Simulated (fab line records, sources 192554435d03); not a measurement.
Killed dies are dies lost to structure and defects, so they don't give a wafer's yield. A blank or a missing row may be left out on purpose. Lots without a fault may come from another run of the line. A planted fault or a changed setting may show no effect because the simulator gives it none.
Chamber matching | flow n5_finfet | N5_BEOL_M3_ETCHBACK_99 on rie_diel-02: 4 sister chambers
The step etches SiO2 in CHF3, target depth 5 nm, time 10.4 s. 14 wafers are shown with their chamber, then 7 later ones without.

WAFERS WITH THEIR CHAMBER
wafer  | chamber | showerhead_plenum_p_Torr (Torr) | rf_vpp_V (V) | throttle_valve_pct (%)
L075.1 | 3       | 2.12                            | 253          | 17.46
L075.3 | 0       | 2.18                            | 251          | 17.18
L075.5 | 0       | 2.18                            | 252          | 17.16
L081.2 | 2       | 2.24                            | 240          | 17.21
L081.3 | 1       | 2.06                            | 229          | 17.39
L081.5 | 3       | 2.12                            | 251          | 17.49
L082.1 | 2       | 2.24                            | 240          | 17.23
L082.2 | 3       | 2.11                            | 250          | 17.51
L082.3 | 1       | 2.06                            | 230          | 17.41
L084.2 | 2       | 2.24                            | 239          | 17.23
L084.3 | 3       | 2.11                            | 250          | 17.51
L084.5 | 2       | 2.23                            | 239          | 17.23
L086.1 | 1       | 2.06                            | 228          | 17.41
L086.3 | 2       | 2.23                            | 238          | 17.24

SIGNATURES (means of the wafers above)
reading                  | chamber 0 | chamber 1 | chamber 2 | chamber 3 | scatter within a chamber
showerhead_plenum_p_Torr | 2.1800    | 2.0600    | 2.2360    | 2.1150    | 0.00469
rf_vpp_V                 | 251.50    | 229.00    | 239.20    | 251.00    | 1.06
throttle_valve_pct       | 17.1700   | 17.4033   | 17.2280   | 17.4925   | 0.0162
Rule: a wafer's distance from a chamber is the root of the sum, over the readings, of the square of ((its reading less the chamber's mean) divided by the reading's scatter). The wafer belongs to the nearest chamber; if the next one is less than 2 further off, it can't be placed. The scatter: the root of (the sum of the squares of (reading less its chamber's mean) over the shown wafers, divided by (wafers less chambers)).

WAFERS WITHOUT THEIR CHAMBER
wafer  | showerhead_plenum_p_Torr (Torr) | rf_vpp_V (V) | throttle_valve_pct (%)
L086.4 | 2.18                            | 252          | 16.62
L095.1 | 2.23                            | 238          | 17.27
L095.3 | 2.05                            | 229          | 17.44
L095.4 | 2.17                            | 251          | 16.65
L094.1 | 2.17                            | 251          | 16.66
L094.4 | 2.23                            | 240          | 17.28
L094.6 | 2.17                            | 254          | 16.65

WHICH CHAMBER EACH WENT THROUGH
wafer  | from the rows above | in truth
L086.4 | 0                   | 0
L095.1 | 2                   | 2
L095.3 | 1                   | 1
L095.4 | 0                   | 0
L094.1 | 0                   | 0
L094.4 | 2                   | 2
L094.6 | 0                   | 0
Placed correctly: 7 of 7. Can't be placed from these rows: 0. Placed wrongly: 0.
